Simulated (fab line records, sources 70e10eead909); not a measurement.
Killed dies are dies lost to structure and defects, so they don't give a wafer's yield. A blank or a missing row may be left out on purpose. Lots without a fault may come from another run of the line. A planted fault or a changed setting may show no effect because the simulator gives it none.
Which tool did it? | flow nand_harc | 6 lots, 18 wafers sampled, at 3 steps of a route of 1302

WHAT THE GAUGES READ, wafer by wafer
NHARC_A_ONON_D1_THK_MEAS_08: measures by ellipsometry.
lot  | measured     | on            | thk_nm (nm)
L896 | day 8 02:52  | film_metro-02 | 1010 1011 1012
L906 | day 12 09:28 | film_metro-01 | 1011 1009 1752
L909 | day 13 21:04 | film_metro-01 | 990 989 991
L912 | day 14 22:59 | film_metro-01 | 991 991 990
L914 | day 15 14:04 | film_metro-01 | 1000 1001 999
L915 | day 16 06:50 | film_metro-01 | 982 981 982

WHICH TOOL RAN EACH LOT (tool, then ch and the chambers of the sampled wafers, then the start)
lot  | NHARC_P_BONDPAD_CMP_19        | NHARC_A_ONON_D1_DEP_06
L896 | cmp-03 ch 0,2,3, day 7 02:01  | pecvd_onon-04 ch 0, day 8 02:20
L906 | cmp-01 ch 0,1,2, day 11 07:46 | pecvd_onon-04 ch 0, day 12 08:55
L909 | cmp-03 ch 0,1,3, day 12 21:04 | pecvd_onon-03 ch 0, day 13 20:36
L912 | cmp-02 ch 1,2,3, day 13 21:54 | pecvd_onon-01 ch 0, day 14 22:29
L914 | cmp-03 ch 0,1, day 14 13:09   | pecvd_onon-04 ch 0, day 15 13:40
L915 | cmp-01 ch 0,2,3, day 15 06:02 | pecvd_onon-03 ch 0, day 16 06:23
- NHARC_P_BONDPAD_CMP_19: polishes, t overpolish 30 s, cu recess touch 16 s, target thk 160.81 nm.
- NHARC_A_ONON_D1_DEP_06: target thk 1000 nm.

THE ANSWER, worked out from the rows above alone
Rule: what is usual is taken from the lots themselves. Put in order of their means at a reading, lots are off if they are a third of the lots or fewer, leave a main group of 4 or more, and stand apart from it by a gap of 3 or more times the standard deviation of the main group's means; of several such gaps the widest counts. A main group whose means are all the same, to the digits that the tables above print for the reading, isn't used. A lot without any number at a reading at which 4 lots or more have one is off too. The other lots that the step has rows for count as sound.
Off: L906, at NHARC_A_ONON_D1_THK_MEAS_08 (thk_nm). The main group: mean 995 nm, standard deviation 10.
A tool fits if, at a process step before that reading, it ran every lot that is off, and no sound lot after the first of them. The gauges at NHARC_A_ONON_D1_THK_MEAS_08 are tried like those tools. None of those tried fits.

WHAT THE SIMULATOR HAD PUT IN
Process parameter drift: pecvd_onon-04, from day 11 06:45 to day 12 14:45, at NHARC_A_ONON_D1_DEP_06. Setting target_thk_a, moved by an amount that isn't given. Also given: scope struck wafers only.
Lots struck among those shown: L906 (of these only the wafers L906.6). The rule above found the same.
